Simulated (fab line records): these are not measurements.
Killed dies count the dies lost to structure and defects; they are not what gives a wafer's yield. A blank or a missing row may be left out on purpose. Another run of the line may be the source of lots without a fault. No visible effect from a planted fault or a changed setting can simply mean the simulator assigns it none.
Struck lot and sound lot, side by side || flow nandHarc || 14 out of 1302 route steps
Sound: these wafers, L394.1, L394.4, L394.6. The struck wafers were L402.2, L402.4, L402.5. At the end, the cause is stated.
At each step with rows: each side's tool, then ch and its chambers, then its first start. Under that, the readings that differ: sound wafers || struck wafers || difference of the means || sigmas: that difference in standard deviations of wafers without a fault.
alike: readings whose means differ by less than 2 such deviations, and words and numbers that are the same on both sides. not compared: withheld readings, readings that some wafer has no value for, bounds like >300 that may hide the same value, and numbers for which the record gives no deviation and whose values overlap.
Wherever a step has rows on one side only, a row that says differs or no value, or a row with sigmas, the two part there. Numbers that have no deviation but don't overlap get no sigmas and don't part them. Lack of a reading on every wafer of one side parts them only where that side has two or more wafers.

first, 4 steps without rows for these wafers: NHARC_P_GATE_EBR_07; NHARC_P_GATE_EXPOSE_08 (exposes mask P HV); NHARC_P_GATE_PEB_09 (peb time 85 s); NHARC_P_GATE_DEVELOP_10 (time 70 s).
NHARC_P_GATE_CD_MEAS_11 targets a cd of 1640 nm.
  sound on cdSem-02 ch 0, day 7 08:52; struck on cdSem-03 ch 0, day 10 17:52
  alike: cdNm
then, 1 step without rows for these wafers: NHARC_P_GATE_HARDBAKE_12 (time 80 s).
NHARC_P_GATE_DESCUM_13: chemistry O2, time 3 s.
  sound on rieDiel-07 ch 0,1,2, day 7 09:03; struck on rieDiel-11 ch 0,1,3, day 10 18:02
  alike: drypumpMotorCurrentA, o2FlowSccm, oesProductAu, rfVppV, showerheadPlenumPTorr, throttleValvePct
  not compared: rfHoursCounterH
then, 5 steps without rows for these wafers: NHARC_P_GATE_ETCH_14 (etches SiO2 in dHF, target depth 48.8 nm); NHARC_P_GATE_STRIP_15 (strips in SPM, time 780 s); NHARC_P_GATE_PRECLEAN_71 (cleans in SC1); NHARC_P_GATE_SRD_72; NHARC_P_GATE_OXIDE_16 (material SiO2, target thk 3 nm, ox time 392 s).
NHARC_P_GATE_CVD_17: deposits poly-Si, target thk 150 nm, time 900 s.
  sound on lpcvdPoly-01 ch 0, day 7 19:10; struck on lpcvdPoly-03 ch 0, day 11 06:26
{"reading": "zonePowerLowerPct (%)", "sound": "9.0 9.0 9.0", "struck": "10.1 10.2 10.3", "difference": "+1.2", "sigmas": "+2"}
  alike: spikeTcUpperC
NHARC_P_GATE_HM_DEP_102: deposits aC, target thk 120 nm.
  sound on aclDep-03 ch 0, day 7 22:52; struck on aclDep-03 ch 0, day 11 10:25
  alike: throttleValvePct

WHERE THEY PART
At NHARC_P_GATE_CVD_17 and nowhere else, as far as this record goes. Later steps at which nothing parts them and some readings are alike: NHARC_P_GATE_HM_DEP_102.

WHY: the cause the simulator had injected
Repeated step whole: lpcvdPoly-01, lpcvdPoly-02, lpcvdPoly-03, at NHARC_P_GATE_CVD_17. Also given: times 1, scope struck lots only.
